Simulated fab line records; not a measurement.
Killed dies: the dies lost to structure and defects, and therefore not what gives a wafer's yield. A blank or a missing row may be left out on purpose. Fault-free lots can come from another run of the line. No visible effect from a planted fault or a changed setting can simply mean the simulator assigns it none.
Split-lot experiment -- flow n5 finfet -- 21 wafers read from 7 lots, route of 1938 steps

## ABOUT THE SPLIT
At N5_PASSIVATION_PASS_ETCH_47 (etches SiNx in CF4/O2, target depth 770 nm, time 385 s), the setting time s was moved away from the recipe's 385 s on 6 of the 21 wafers read, by -21.4% to +20.1%. All remaining wafers had this setting at the recipe value.

The reading is taken at the split's own step.

## THE READING
etch.depth nm (the simulator's own value, which no gauge read), in nm, at N5_PASSIVATION_PASS_ETCH_47 (etches SiNx in CF4/O2, target depth 770 nm, time 385 s). The file does not state a usual value for it. The 15 wafers here that ran the recipe average 774.3 nm, standard deviation 18 nm.

wafer,"tool, chamber at the split","time s as run, s",against the recipe,"etch.depth nm, nm",against lot-mates on the recipe
L074.3,"rie diel-02, 0",385,recipe,770.9,-
L074.4,"rie diel-02, 2",302.5,-21.4%,587.6,-186.2
L074.6,"rie diel-02, 1",385,recipe,776.8,-
L077.1,"rie diel-06, 0",445,+15.6%,952.6,+187.9
L077.2,"rie diel-06, 3",385,recipe,764.7,-
L077.5,"rie diel-06, 0",445,+15.6%,955.2,+190.5
L078.3,"rie diel-02, 2",385,recipe,746,-
L078.5,"rie diel-02, 1",462.1,+20.0%,921,+163.0
L078.6,"rie diel-02, 0",385,recipe,770.1,-
L081.1,"rie diel-02, 3",385,recipe,787.7,-
L081.2,"rie diel-02, 1",385,recipe,775.1,-
L081.4,"rie diel-02, 2",385,recipe,752.4,-
L082.4,"rie diel-06, 1",385,recipe,795.6,-
L082.5,"rie diel-06, 3",385,recipe,751.9,-
L082.6,"rie diel-06, 2",385,recipe,809.8,-
L084.2,"rie diel-02, 3",385,recipe,785.6,-
L084.5,"rie diel-02, 2",385,recipe,751.9,-
L084.6,"rie diel-02, 1",462.5,+20.1%,927.9,+159.1
L095.1,"rie diel-04, 1",425.2,+10.4%,880.7,+92.9
L095.2,"rie diel-04, 2",385,recipe,784.9,-
L095.3,"rie diel-04, 3",385,recipe,790.7,-

FIT RESULTS
A straight line over all 21 wafers: etch.depth nm changes by +8.94 nm for each +1% of time s; r = +0.97; the points scatter about the line by 23 nm.
The same after taking each lot's own level away (the mean of its wafers on the recipe; 21 wafers): +9.24 nm for each +1%; r = +0.97; scatter 21 nm.
According to that fit, moving time s by its largest amount changes the reading by 2e+02 nm.
The lots' own levels span 758.05 to 787.80 nm, that is 1.7 times the standard deviation above.
So the lot-to-lot level changes the slope little: the two slopes agree.
Check: -202 nm against its lot-mates is what the line predicts for one of the wafers moved furthest among these (-21.4%) when that wafer is left out of the fit. It came out at -186 nm against them.

## THESE WAFERS: OTHER SPLITS
Other splits were also applied to these wafers ahead of the reading. Each is held against what the fit with the lots' levels taken away leaves over:
other split on the same wafers,wafers away from the commonest value,r with etch.depth nm (lot level and that fit taken away)
N5_BEOL_M11_COAT_05 spin rpm,5,+0.60
N5_BEOL_M12_SPUTTER_44 time s,9,-0.29
N5_BEOL_M14_EXPOSE_07 dose mj,8,-0.45
N5_BEOL_M14_DESCUM_15 time s,10,+0.10
N5_BEOL_M15_TRENCH_ETCH_34 bias w,6,+0.06
N5_BEOL_M15_SPUTTER_44 power w,6,-0.09
N5_PASSIVATION_AL_DEP_21 time s,3,-0.23

## THE FILE'S OWN FIT
etch.depth nm changes by +8.89 nm for each +1% of time s, r = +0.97.
